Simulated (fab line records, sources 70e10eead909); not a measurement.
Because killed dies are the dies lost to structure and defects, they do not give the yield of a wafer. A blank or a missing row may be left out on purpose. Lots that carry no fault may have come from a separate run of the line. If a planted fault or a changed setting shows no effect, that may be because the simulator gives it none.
Which of the tools did it? || flow nand-harc || 30 wafers from 10 lots sampled at 5 of the route's 1302 steps

WHAT THE GAUGES READ, wafer by wafer
NHARC_END_SORT_01.
{"lot": "L637", "measured": "day 25 22:46", "on": "prober-02", "defect-limited-yield (%)": "92.5 93.5 94.2"}
{"lot": "L639", "measured": "day 27 01:46", "on": "prober-01", "defect-limited-yield (%)": "95.0 94.2 94.7"}
{"lot": "L644", "measured": "day 29 05:48", "on": "prober-02", "defect-limited-yield (%)": "95.4 94.7 96.0"}

TOOL THAT RAN EACH LOT (tool first, then ch and the chambers of the sampled wafers, then the start)
{"lot": "L636", "NHARC_A_BLC_DEGAS_30": "pvd-sputter-01, day 23 22:04", "NHARC_A_M0_DESCUM_14": "rie-diel-01 ch 0,1,3, day 24 00:48", "NHARC_A_M0_ETCH_34": "rie-diel-01 ch 0,2,3, day 24 00:52", "NHARC_A_M0_STRIP_18": "rie-diel-12 ch 1,2,3, day 24 01:13"}
{"lot": "L637", "NHARC_A_BLC_DEGAS_30": "pvd-sputter-02, day 24 02:35", "NHARC_A_M0_DESCUM_14": "rie-diel-01 ch 1,2, day 24 05:04", "NHARC_A_M0_ETCH_34": "rie-diel-01 ch 0,1,3, day 24 05:09", "NHARC_A_M0_STRIP_18": "rie-diel-12 ch 1,2, day 24 05:28"}
{"lot": "L639", "NHARC_A_BLC_DEGAS_30": "pvd-sputter-01, day 25 06:21", "NHARC_A_M0_DESCUM_14": "rie-diel-09 ch 1,2, day 25 08:49", "NHARC_A_M0_ETCH_34": "rie-diel-09 ch 0,1, day 25 08:53", "NHARC_A_M0_STRIP_18": "rie-diel-12 ch 1,2, day 25 09:11"}
{"lot": "L644", "NHARC_A_BLC_DEGAS_30": "pvd-sputter-02, day 27 09:50", "NHARC_A_M0_DESCUM_14": "rie-diel-12 ch 2,3, day 27 12:44", "NHARC_A_M0_ETCH_34": "rie-diel-12 ch 1,2,3, day 27 12:50", "NHARC_A_M0_STRIP_18": "rie-diel-09 ch 0,2, day 27 13:08"}
{"lot": "L643", "NHARC_A_BLC_DEGAS_30": "pvd-sputter-03, day 27 18:34", "NHARC_A_M0_DESCUM_14": "rie-diel-12 ch 0,1, day 27 21:41", "NHARC_A_M0_ETCH_34": "rie-diel-12 ch 2,3, day 27 21:46", "NHARC_A_M0_STRIP_18": "rie-diel-09 ch 0,1,2, day 27 22:06"}
{"lot": "L645", "NHARC_A_BLC_DEGAS_30": "pvd-sputter-03, day 27 21:43", "NHARC_A_M0_DESCUM_14": "rie-diel-01 ch 0,2,3, day 28 00:04", "NHARC_A_M0_ETCH_34": "rie-diel-01 ch 2,3, day 28 00:10", "NHARC_A_M0_STRIP_18": "rie-diel-12 ch 0,1,2, day 28 00:33"}
{"lot": "L642", "NHARC_A_BLC_DEGAS_30": "pvd-sputter-03, day 28 01:04", "NHARC_A_M0_DESCUM_14": "rie-diel-01 ch 0,2, day 28 03:47", "NHARC_A_M0_ETCH_34": "rie-diel-01 ch 0,2, day 28 03:53", "NHARC_A_M0_STRIP_18": "rie-diel-12 ch 1,2,3, day 28 04:13"}
{"lot": "L646", "NHARC_A_BLC_DEGAS_30": "pvd-sputter-02, day 28 07:22", "NHARC_A_M0_DESCUM_14": "rie-diel-12 ch 0,1, day 28 09:50", "NHARC_A_M0_ETCH_34": "rie-diel-12 ch 0,1,3, day 28 09:56", "NHARC_A_M0_STRIP_18": "rie-diel-01 ch 1,2,3, day 28 10:15"}
{"lot": "L655", "NHARC_A_BLC_DEGAS_30": "pvd-sputter-03, day 31 13:28", "NHARC_A_M0_DESCUM_14": "rie-diel-09 ch 2,3, day 31 16:17", "NHARC_A_M0_ETCH_34": "rie-diel-09 ch 1,2,3, day 31 16:23", "NHARC_A_M0_STRIP_18": "rie-diel-12 ch 0,1,3, day 31 16:40"}
{"lot": "L656", "NHARC_A_BLC_DEGAS_30": "pvd-sputter-01, day 32 20:43", "NHARC_A_M0_DESCUM_14": "rie-diel-12 ch 0,3, day 32 23:11", "NHARC_A_M0_ETCH_34": "rie-diel-12 ch 0,1,2, day 32 23:16", "NHARC_A_M0_STRIP_18": "rie-diel-01 ch 0,1,2, day 32 23:36"}
- NHARC_A_BLC_DEGAS_30: time 60 s.
- NHARC_A_M0_DESCUM_14: chemistry O2, time 3 s.
- NHARC_A_M0_ETCH_34: etches the open film in N2/H2, target depth 40 nm, overetch 12 nm, time 43.94 s.
- NHARC_A_M0_STRIP_18: strips in N2/H2.

THE ANSWER, worked out from the rows above alone
Rule: usual is defined by the lots themselves. The widest of any qualifying gaps counts: lots, ordered by their means at a reading, are off when they make up no more than a third of the lots, leave a main group of 4 or more, and stand apart from it by 3 or more times the standard deviation of that group's means. If all means in a main group match to the digits the tables above print for the reading, that group is not used. Also off: a lot with no number at a reading for which 4 or more lots have one. Where the step has rows for the other lots, those lots are counted as sound.
Nothing can be told from this: no lot is off at any reading shown.

WHAT WAS PUT IN BY THE SIMULATOR
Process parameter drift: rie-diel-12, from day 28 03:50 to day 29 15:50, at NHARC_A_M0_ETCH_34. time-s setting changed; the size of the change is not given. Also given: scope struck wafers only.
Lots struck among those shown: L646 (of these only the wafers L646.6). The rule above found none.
